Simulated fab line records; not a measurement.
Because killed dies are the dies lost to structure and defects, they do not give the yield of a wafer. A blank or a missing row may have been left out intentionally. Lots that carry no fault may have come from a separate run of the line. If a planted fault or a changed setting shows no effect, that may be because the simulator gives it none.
Chamber matching    flow n5Finfet    4 sister chambers for N5_HKMG_FIN_ETCH_67 on rieDiel-03
The step etches SOC in N2/H2, stops on TiN, target depth 388.9 nm. 4 wafers are shown with their chamber, then 8 later ones without.

== WAFERS PAIRED WITH THEIR CHAMBERS ==
wafer   chamber  showerheadPlenumPTorr (Torr)
L085.5  2        2.61
L090.3  0        2.59
L090.6  3        2.49
L091.1  1        2.48

== WAFERS WHOSE CHAMBER IS MISSING ==
wafer   showerheadPlenumPTorr (Torr)
L091.3  2.49
L091.4  2.59
L092.2  2.49
L092.4  2.48
L092.6  2.59
L095.1  2.48
L095.3  2.59
L095.4  2.60

== WHICH CHAMBER EACH ONE RAN IN ==
wafer   from the rows above      in truth
L091.3  3                        3
L091.4  0                        0
L092.2  3                        3
L092.4  1                        1
L092.6  0                        0
L095.1  1                        1
L095.3  0                        0
L095.4  can't be placed: 2 or 0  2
Correct placement for 7 of the 8. These rows do not allow placing 1 (true chamber among the candidates in 1). Placed wrongly: 0.
How it was worked out, from the rows above alone: a wafer's distance from a chamber is the root of the sum, over the readings, of the square of ((its reading less the chamber's mean) divided by the reading's scatter). If the next closest chamber is less than 2 further off than the closest, the wafer can't be placed; otherwise it belongs to the closest. A chamber's mean is the mean of its shown wafers. The scatter: root of mean squared gap, hidden wafer to nearest shown wafer, with one shown wafer a chamber.
